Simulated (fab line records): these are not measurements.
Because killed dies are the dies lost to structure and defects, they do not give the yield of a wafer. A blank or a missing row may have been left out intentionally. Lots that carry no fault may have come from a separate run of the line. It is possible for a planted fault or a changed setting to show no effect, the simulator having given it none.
Which tool did it?    flow n5 finfet    Sampling: 10 lots, 30 wafers, 5 of 1938 route steps

WHAT EACH GAUGE READ, for each wafer
N5_BEOL_M4_RC_MEAS_101. Usual: DIBL_N 36.3 mV/V, standard deviation 1.6; DIBL_P 36.5 mV/V, standard deviation 1.6; IOFF_N 0.163 nA/um, standard deviation 0.026; IOFF_P 0.22 nA/um, standard deviation 0.033; ION_N 676 uA/um, standard deviation 9.9; ION_P 464 uA/um, standard deviation 6.5; SS_N 71.5 mV/dec, standard deviation 0.5; SS_P 73.3 mV/dec, standard deviation 0.64; VT_N 249.3 mV, standard deviation 2.9; VT_P -250 mV, standard deviation 3.2.
lot   measured      on         DIBL_N (mV/V)   DIBL_P (mV/V)   IOFF_N (nA/um)     IOFF_P (nA/um)  ION_N (uA/um)  ION_P (uA/um)  SS_N (mV/dec)   SS_P (mV/dec)   VT_N (mV)          VT_P (mV)       flag
L442  day 9 01:08   prober-01  37.5 38.1 38.2  36.8 38.0 38.0  0.167 0.175 0.187  0.23 0.25 0.26  666 671 680    457 462 468    71.6 71.3 72.5  74.2 73.7 74.3  248.8 248.0 248.9  -249 -244 -246  
L443  day 9 08:17   prober-02  36.5 38.0 35.6  35.4 37.1 34.9  0.157 0.188 0.149  0.23 0.26 0.22  674 685 695    461 476 479    72.0 72.2 71.3  72.8 73.8 73.0  251.4 244.5 246.2  -249 -245 -246  
L446  day 9 16:22   prober-02  36.9 37.0 35.6  37.9 38.1 36.5  0.179 0.182 0.160  0.22 0.22 0.20  673 688 697    463 466 464    71.6 71.7 70.8  74.8 73.9 74.3  245.1 246.4 248.8  -251 -250 -253  
L448  day 10 08:52  prober-01  39.4 35.7 37.3  38.9 35.8 36.8  0.212 0.142 0.167  0.32 0.25 0.27  686 662 666    472 470 473    71.8 70.8 72.1  74.2 73.1 73.3  244.7 251.3 248.1  -242 -244 -246  
L452  day 11 17:46  prober-01  35.7 33.8 35.4  35.7 33.9 36.0  0.159 0.133 0.158  0.22 0.20 0.23  679 664 672    465 467 460    71.2 70.5 71.8  73.0 72.6 73.0  248.4 249.7 250.1  -249 -249 -248  
L453  day 11 20:50  prober-01  37.5 34.1 36.3  35.6 32.7 35.0  0.161 0.115 0.142  0.20 0.16 0.19  663 668 655    456 463 449    71.9 70.8 71.8  73.3 72.8 72.9  252.3 254.0 250.3  -250 -252 -253  
L454  day 11 22:40  prober-02  34.6 34.3 36.5  35.7 35.6 38.5  0.129 0.123 0.157  0.19 0.19 0.22  658 671 670    457 467 464    71.6 71.3 71.7  72.6 72.8 72.6  253.8 253.7 250.7  -253 -250 -250  
L456  day 12 02:19  prober-02  33.4 36.1 36.3  33.8 36.6 36.6  0.116 0.158 0.153  0.16 0.20 0.19  656 679 669    456 457 459    70.8 71.7 71.2  72.8 73.6 73.0  254.8 248.3 251.0  -256 -253 -253  
L463  day 14 04:17  prober-01  36.0 34.9 35.7  37.1 35.2 36.3  0.169 0.145 0.164  0.22 0.19 0.22  669 662 672    465 456 462    71.8 71.6 71.7  73.4 73.5 73.8  249.5 252.3 250.3  -250 -251 -248  
L464  day 14 08:29  prober-01  36.3 36.5 38.5  35.8 35.5 39.0  0.173 0.165 0.217  0.24 0.23 0.30  681 671 696    463 462 473    71.5 72.0 72.0  73.2 74.0 74.1  246.1 247.7 243.8  -246 -246 -245  

TOOL THAT RAN EACH LOT (tool first, then ch and the chambers of the sampled wafers, then the start)
lot   N5_GATE_CUT_ETCH_47                N5_GATE_CUT_VAPOR_ETCH_48          N5_GATE_CUT_STRIP_21                 N5_GATE_CUT_ALD_22
L442  rie metal-03 ch 0, day 4 16:16     rie metal-03 ch 0, day 4 16:20     plasma asher-02 ch 0,1, day 4 16:32  ald sin-04 ch 0,1,2, day 4 16:42
L443  rie metal-03 ch 0,1, day 4 22:30   rie metal-03 ch 0,1, day 4 22:32   plasma asher-02 ch 0,1, day 4 22:38  ald sin-03 ch 0,2,3, day 4 22:51
L446  rie metal-03 ch 0,1, day 5 15:45   rie metal-03 ch 0,1, day 5 15:47   plasma asher-02 ch 0,1, day 5 15:53  ald sin-03 ch 1,2,3, day 5 16:03
L448  rie metal-01 ch 1, day 6 07:52     rie metal-01 ch 1, day 6 07:55     plasma asher-02 ch 0,1, day 6 08:07  ald sin-03 ch 0,1, day 6 08:16
L452  rie metal-01 ch 0,1, day 7 09:47   rie metal-01 ch 0,1, day 7 09:49   plasma asher-02 ch 0,1, day 7 09:56  ald sin-03 ch 1,2,3, day 7 10:11
L453  rie metal-03 ch 0, day 7 11:55     rie metal-03 ch 0, day 7 11:57     plasma asher-02 ch 0,1, day 7 12:04  ald sin-02 ch 2,3, day 7 12:13
L454  rie metal-02 ch 0,1, day 7 17:59   rie metal-02 ch 0,1, day 7 18:01   plasma asher-01 ch 0,1, day 7 18:19  ald sin-04 ch 0,1,3, day 7 18:29
L456  rie metal-03 ch 0,1, day 8 08:03   rie metal-03 ch 0,1, day 8 08:05   plasma asher-01 ch 0,1, day 8 08:11  ald sin-03 ch 1,2,3, day 8 08:20
L463  rie metal-02 ch 0,1, day 9 23:49   rie metal-02 ch 0,1, day 9 23:51   plasma asher-01 ch 0,1, day 9 23:58  ald sin-04 ch 0,2,3, day 10 00:10
L464  rie metal-01 ch 0,1, day 10 07:03  rie metal-01 ch 0,1, day 10 07:05  plasma asher-01 ch 0, day 10 07:11   ald sin-04 ch 0,1,3, day 10 07:21
- N5_GATE_CUT_ETCH_47: etches SiO2 in Cl2/BCl3, target depth 10 nm.
- N5_GATE_CUT_VAPOR_ETCH_48: etches TiN in BCl3/Cl2.
- N5_GATE_CUT_STRIP_21: strips in N2/H2, time 30 s.
- N5_GATE_CUT_ALD_22: deposits SiNx, target thk 16 nm, pulse time 1 s, ald cycles 320.

AS READ BY THE TOOLS THEMSELVES (means over the sampled wafers that have a number; for cases with no such wafer, the mark the record gives instead)
N5_GATE_CUT_ETCH_47. Usual: drypump motor current A 5.8 A, standard deviation 0.34; oes product au 0.80 a.u., standard deviation 0.12; throttle valve pct 22.80 %, standard deviation 0.15.
lot   tool          drypump motor current A (A)  oes product au (a.u.)  throttle valve pct (%)  flag
L442  rie metal-03  5.5                          0.78                   22.93                   
L443  rie metal-03  5.6                          0.90                   22.77                   
L446  rie metal-03  5.5                          0.88                   22.78                   
L448  rie metal-01  6.2                          0.65                   22.71                   
L452  rie metal-01  6.2                          0.74                   22.69                   
L453  rie metal-03  5.4                          0.77                   22.96                   
L454  rie metal-02  5.6                          0.92                   22.88                   
L456  rie metal-03  5.5                          0.80                   22.88                   
L463  rie metal-02  5.6                          0.87                   22.89                   
L464  rie metal-01  6.2                          0.72                   22.71                   

N5_GATE_CUT_VAPOR_ETCH_48. Usual: drypump motor current A 5.8 A, standard deviation 0.35; oes product au 0.80 a.u., standard deviation 0.12.
lot   tool          drypump motor current A (A)  oes product au (a.u.)  flag
L442  rie metal-03  5.5                          0.77                   
L443  rie metal-03  5.5                          0.89                   
L446  rie metal-03  5.6                          0.88                   
L448  rie metal-01  6.2                          0.64                   
L452  rie metal-01  6.2                          0.74                   
L453  rie metal-03  5.4                          0.77                   
L454  rie metal-02  5.6                          0.93                   
L456  rie metal-03  5.5                          0.81                   
L463  rie metal-02  5.6                          0.88                   
L464  rie metal-01  6.2                          0.72                   

N5_GATE_CUT_STRIP_21. Usual: drypump motor current A 5.4 A, standard deviation 0.45; h2 flow sccm 3251 sccm, standard deviation 9.1; heater power w 333 W, standard deviation 24.
lot   tool             drypump motor current A (A)  h2 flow sccm (sccm)  heater power w (W)  flag
L442  plasma asher-02  5.5                          3246                 313                 
L443  plasma asher-02  5.5                          3245                 314                 
L446  plasma asher-02  5.5                          3251                 319                 
L448  plasma asher-02  5.2                          3243                 333                 
L452  plasma asher-02  5.2                          3250                 330                 
L453  plasma asher-02  -                            -                    -                   OFF
L454  plasma asher-01  -                            -                    -                   OFF
L456  plasma asher-01  5.2                          3245                 336                 
L463  plasma asher-01  5.3                          3247                 340                 
L464  plasma asher-01  4.9                          3252                 327                 

N5_GATE_CUT_ALD_22. Usual: heater power w 853 W, standard deviation 100; precursor pulse height rel 1.000, standard deviation 0.021.
lot   tool        heater power w (W)  precursor pulse height rel  flag
L442  ald sin-04  837                 1.016                       
L443  ald sin-03  879                 0.989                       
L446  ald sin-03  838                 1.018                       
L448  ald sin-03  808                 1.006                       
L452  ald sin-03  834                 1.023                       
L453  ald sin-02  819                 0.994                       
L454  ald sin-04  847                 0.974                       
L456  ald sin-03  823                 1.006                       
L463  ald sin-04  936                 1.015                       
L464  ald sin-04  829                 1.007                       

THE ANSWER, worked out from the rows above alone
Rule: a lot is off if the mean of its wafers that have a number lies more than 3 standard deviations from the usual mean. Also off: a lot with no number at a reading for which 4 or more lots have one. All remaining lots with rows at the step are treated as sound. Order of review: gauges by route order, followed by the tools' own readings, for which a lot's mean as printed above is used. The first step at which some lot is off is used, and at that step the reading that is off furthest; a lot without a number counts as furthest.
Off: L453, L454, at N5_GATE_CUT_STRIP_21 (drypump motor current A). Without a number there: L453, L454.
A tool fits if, at that step or a process step before it, it ran every lot that is off, and no sound lot after the first of them. None of those tried fits.

WHAT THE SIMULATOR PUT IN
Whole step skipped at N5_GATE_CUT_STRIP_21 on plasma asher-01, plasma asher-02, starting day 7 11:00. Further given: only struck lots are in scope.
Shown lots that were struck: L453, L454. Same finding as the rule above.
